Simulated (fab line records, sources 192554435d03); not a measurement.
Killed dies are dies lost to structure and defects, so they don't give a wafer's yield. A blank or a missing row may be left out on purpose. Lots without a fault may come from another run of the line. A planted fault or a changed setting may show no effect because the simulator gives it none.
Chamber matching | flow n5_finfet | N5_GATE_CUT_SAC_CAP_01 on ald_sin-01: 4 sister chambers
The step material SiNx, target thk 24 nm, pulse time 1 s, ald cycles 480. 8 wafers are shown with their chamber, then 9 later ones without.

WAFERS WITH THEIR CHAMBER
wafer  | chamber | heater_power_outer_w (W) | heater_power_w (W)
L083.6 | 2       | 556                      | 874
L086.4 | 0       | 489                      | 864
L091.3 | 3       | 481                      | 759
L091.4 | 2       | 550                      | 869
L091.5 | 1       | 600                      | 979
L092.1 | 1       | 619                      | 966
L092.3 | 0       | 510                      | 836
L092.6 | 3       | 497                      | 766

WAFERS WITHOUT THEIR CHAMBER
wafer  | heater_power_outer_w (W) | heater_power_w (W)
L094.2 | 512                      | 819
L094.3 | 601                      | 961
L094.6 | 548                      | 856
L096.1 | 607                      | 994
L096.2 | 484                      | 758
L096.4 | 507                      | 839
L097.3 | 502                      | 836
L097.5 | 555                      | 843
L097.6 | 485                      | 774

WHICH CHAMBER EACH WENT THROUGH
wafer  | from the rows above | in truth
L094.2 | 0                   | 0
L094.3 | 1                   | 1
L094.6 | 2                   | 2
L096.1 | 1                   | 1
L096.2 | 3                   | 3
L096.4 | 0                   | 0
L097.3 | 0                   | 0
L097.5 | 2                   | 2
L097.6 | 3                   | 3
Placed correctly: 9 of 9. Can't be placed from these rows: 0. Placed wrongly: 0.
How it was worked out, from the rows above alone: a wafer's distance from a chamber is the root of the sum, over the readings, of the square of ((its reading less the chamber's mean) divided by the reading's scatter). The wafer belongs to the nearest chamber; if the next one is less than 2 further off, it can't be placed. A chamber's mean is the mean of its shown wafers. The scatter: the root of (the sum of the squares of (reading less its chamber's mean) over the shown wafers, divided by (wafers less chambers)).
